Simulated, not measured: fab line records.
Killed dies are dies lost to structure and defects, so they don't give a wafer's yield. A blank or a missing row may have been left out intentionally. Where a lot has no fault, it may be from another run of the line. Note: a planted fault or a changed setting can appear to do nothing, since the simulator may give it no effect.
Matching of chambers + flow nandHarc + NHARC_A_CONTACT_DESCUM_74 on rieDiel-08 has 4 sister chambers
The step chemistry O2, time 3 s. 16 wafers are shown with their chamber, then 8 later ones without.

WAFERS, EACH WITH ITS CHAMBER
| wafer  | chamber | showerheadPlenumPTorr (Torr) | drypumpMotorCurrentA (A) | oesProductAu (a.u.) |
|--------|---------|------------------------------|--------------------------|---------------------|
| L077.2 | 0       | 1.79                         | 6.3                      | 0.995               |
| L077.4 | 3       | 1.85                         | 5.5                      | 0.987               |
| L077.5 | 2       | 1.94                         | 6.5                      | 0.992               |
| L079.1 | 0       | 1.79                         | 6.3                      | 1.000               |
| L079.2 | 2       | 1.94                         | 6.4                      | 0.998               |
| L079.5 | 0       | 1.79                         | 6.3                      | 0.997               |
| L084.1 | 2       | 1.93                         | 6.5                      | 1.002               |
| L084.2 | 1       | 1.83                         | 5.9                      | 0.994               |
| L084.5 | 0       | 1.79                         | 6.2                      | 1.002               |
| L085.2 | 1       | 1.83                         | 5.9                      | 1.000               |
| L085.4 | 3       | 1.84                         | 5.6                      | 0.992               |
| L085.5 | 1       | 1.83                         | 5.9                      | 1.002               |
| L083.2 | 2       | 1.93                         | 6.5                      | 0.999               |
| L083.3 | 1       | 1.83                         | 5.9                      | 0.993               |
| L083.6 | 1       | 1.83                         | 5.9                      | 0.994               |
| L086.2 | 0       | 1.78                         | 6.2                      | 0.995               |

SIGNATURES, as means of the wafers listed above
| reading               | chamber 0 | chamber 1 | chamber 2 | chamber 3 | scatter within a chamber |
|-----------------------|-----------|-----------|-----------|-----------|--------------------------|
| showerheadPlenumPTorr | 1.7880    | 1.8300    | 1.9350    | 1.8450    | 0.00438                  |
| drypumpMotorCurrentA  | 6.260     | 5.900     | 6.475     | 5.550     | 0.0452                   |
| oesProductAu          | 0.99780   | 0.99660   | 0.99775   | 0.98950   | 0.00378                  |
Rule: a wafer's distance from a chamber is the root of the sum, over the readings, of the square of ((its reading less the chamber's mean) divided by the reading's scatter). The wafer belongs to the nearest chamber; if the next one is less than 2 further off, it can't be placed. How the scatter is found: for the shown wafers, subtract from each reading the mean of its chamber, square and add these, divide the total by (wafers less chambers), then take the root.

WAFERS WITHOUT THEIR CHAMBER
| wafer  | showerheadPlenumPTorr (Torr) | drypumpMotorCurrentA (A) | oesProductAu (a.u.) |
|--------|------------------------------|--------------------------|---------------------|
| L086.5 | 1.84                         | 5.6                      | 0.986               |
| L086.6 | 1.93                         | 6.4                      | 0.995               |
| L092.2 | 1.83                         | 5.9                      | 0.994               |
| L092.3 | 1.84                         | 5.6                      | 0.994               |
| L092.6 | 1.78                         | 6.2                      | 0.997               |
| L095.2 | 1.84                         | 5.6                      | 0.989               |
| L095.4 | 1.93                         | 6.5                      | 1.017               |
| L095.6 | 1.83                         | 5.9                      | 0.990               |

THE CHAMBER EACH PASSED THROUGH
| wafer  | from the rows above | in truth |
|--------|---------------------|----------|
| L086.5 | 3                   | 3        |
| L086.6 | 2                   | 2        |
| L092.2 | 1                   | 1        |
| L092.3 | 3                   | 3        |
| L092.6 | 0                   | 0        |
| L095.2 | 3                   | 3        |
| L095.4 | 2                   | 2        |
| L095.6 | 1                   | 1        |
8 of 8 placed correctly. From these rows, 0 cannot be placed. Wrongly placed: 0.
